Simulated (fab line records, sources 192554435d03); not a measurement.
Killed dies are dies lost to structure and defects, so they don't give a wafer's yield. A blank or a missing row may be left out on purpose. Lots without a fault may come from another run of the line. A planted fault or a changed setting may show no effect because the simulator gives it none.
Chamber matching | flow n5_finfet | N5_FIN_SAQP_ALD_61 on ald_sin-03: 4 sister chambers
The step deposits SiO2, target thk 4 nm, pulse time 1 s, purge time 2 s. 4 wafers are shown with their chamber, then 7 later ones without.

WAFERS WITH THEIR CHAMBER
wafer  | chamber | heater_power_w (W)
L776.2 | 0       | 405
L776.5 | 1       | 499
L782.3 | 3       | 518
L782.4 | 2       | 537

WAFERS WITHOUT THEIR CHAMBER
wafer  | heater_power_w (W)
L782.5 | 410
L783.1 | 486
L783.3 | 505
L783.4 | 405
L785.1 | 494
L785.3 | 398
L785.6 | 396

WHICH CHAMBER EACH WENT THROUGH
wafer  | from the rows above     | in truth
L782.5 | 0                       | 0
L783.1 | 1                       | 1
L783.3 | can't be placed: 1 or 3 | 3
L783.4 | 0                       | 0
L785.1 | 1                       | 1
L785.3 | 0                       | 0
L785.6 | 0                       | 0
Placed correctly: 6 of 7. Can't be placed from these rows: 1 (the true chamber is among the candidates in 1). Placed wrongly: 0.
How it was worked out, from the rows above alone: a wafer's distance from a chamber is the root of the sum, over the readings, of the square of ((its reading less the chamber's mean) divided by the reading's scatter). The wafer belongs to the nearest chamber; if the next one is less than 2 further off, it can't be placed. A chamber's mean is the mean of its shown wafers. The scatter: with one shown wafer a chamber, the root of the mean of the squares of how far each hidden wafer lies from its nearest shown one.
